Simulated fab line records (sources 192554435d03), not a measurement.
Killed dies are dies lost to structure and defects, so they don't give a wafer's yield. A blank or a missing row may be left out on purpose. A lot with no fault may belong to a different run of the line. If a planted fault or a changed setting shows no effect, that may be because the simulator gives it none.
Split-lot trial + flow n5_finfet + 21 wafers read across 7 lots, on a route 1938 steps long

== THE SPLIT ITSELF ==
At N5_BEOL_M5_ETCH_41 (etches SiCN in CH3F/O2, target depth 31.5 nm, time 56.7 s), the setting source_w was moved away from the recipe's 395 W on 6 of the 21 wafers read, by -15.7% to +13.9%. This setting was run at the recipe's value on the other wafers.

The reading comes from the split's own step.

== THE READING ==
rf_vpp_V, in V, at N5_BEOL_M5_ETCH_41 (etches SiCN in CH3F/O2, target depth 31.5 nm, time 56.7 s). A value of 297.7 V with a standard deviation of 1.5 V is what fault-free wafers of this fab line usually give.

| wafer  | tool, chamber at the split | source_w as run, W | against the recipe | rf_vpp_V, V | against lot-mates on the recipe |
|--------|----------------------------|--------------------|--------------------|-------------|---------------------------------|
| L079.1 | rie_diel-06, 2             | 395                | recipe             | 298.2       | -                               |
| L079.2 | rie_diel-06, 0             | 395                | recipe             | 297.1       | -                               |
| L079.5 | rie_diel-06, 3             | 395                | recipe             | 295.8       | -                               |
| L081.1 | rie_diel-06, 3             | 395                | recipe             | 296.9       | -                               |
| L081.4 | rie_diel-06, 1             | 395                | recipe             | 296.3       | -                               |
| L081.5 | rie_diel-06, 3             | 395                | recipe             | 296.1       | -                               |
| L082.2 | rie_diel-06, 0             | 450                | +13.9%             | 286.5       | -10.5                           |
| L082.4 | rie_diel-06, 1             | 395                | recipe             | 297.1       | -                               |
| L082.5 | rie_diel-06, 0             | 395                | recipe             | 296.9       | -                               |
| L086.1 | rie_diel-05, 3             | 395                | recipe             | 300.0       | -                               |
| L086.5 | rie_diel-05, 1             | 395                | recipe             | 299.4       | -                               |
| L086.6 | rie_diel-05, 0             | 440.6              | +11.5%             | 283.2       | -16.5                           |
| L087.1 | rie_diel-06, 2             | 395                | recipe             | 297.1       | -                               |
| L087.2 | rie_diel-06, 3             | 332.9              | -15.7%             | 314.8       | +18.6                           |
| L087.5 | rie_diel-06, 1             | 395                | recipe             | 295.4       | -                               |
| L090.1 | rie_diel-05, 0             | 395                | recipe             | 296.8       | -                               |
| L090.5 | rie_diel-05, 2             | 395                | recipe             | 298.0       | -                               |
| L090.6 | rie_diel-05, 1             | 427.8              | +8.3%              | 290.0       | -7.4                            |
| L096.2 | rie_diel-05, 2             | 395                | recipe             | 296.4       | -                               |
| L096.5 | rie_diel-05, 2             | 431.3              | +9.2%              | 288.8       | -7.6                            |
| L096.6 | rie_diel-05, 3             | 431.3              | +9.2%              | 289.6       | -6.8                            |

FIT RESULTS
A straight line over all 21 wafers: rf_vpp_V changes by -0.989 V for each +1% of source_w; r = -0.97; the points scatter about the line by 1.5 V.
The same after taking each lot's own level away (the mean of its wafers on the recipe; 21 wafers): -1.03 V for each +1%; r = -0.97; scatter 1.7 V.
On that fit, the largest move of source_w shifts the reading by 16 V.
The lots' own levels span 296.25 to 299.70 V, that is 2.3 times the standard deviation above.
So the lot-to-lot level changes the slope little: the two slopes agree.
Check: with one of the wafers moved furthest among these (-15.7%) left out of the fit, the line predicts +14.8 V for it against its lot-mates. It came out at +18.6 V against them.
Tool readings at the split's step, against how far the setting was moved: rf_vpp_V r = -0.97.

== ADDITIONAL SPLITS CARRIED BY THESE WAFERS ==
These wafers also went through other splits before the reading. Each is held against what the fit with the lots' levels taken away leaves over:
| other split on the same wafers   | wafers away from the commonest value | r with rf_vpp_V (lot level and that fit taken away) |
|----------------------------------|--------------------------------------|-----------------------------------------------------|
| N5_BEOL_M5_COAT_05 spin_rpm      | 7                                    | +0.15                                               |
| N5_BEOL_M5_ETCH_72 bias_w        | 6                                    | -0.08                                               |
| N5_BEOL_M5_TRENCH_ETCH_37 bias_w | 7                                    | -0.65                                               |

== FILE'S OWN FIT ==
rf_vpp_V changes by -1.04 V for each +1% of source_w, r = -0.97.
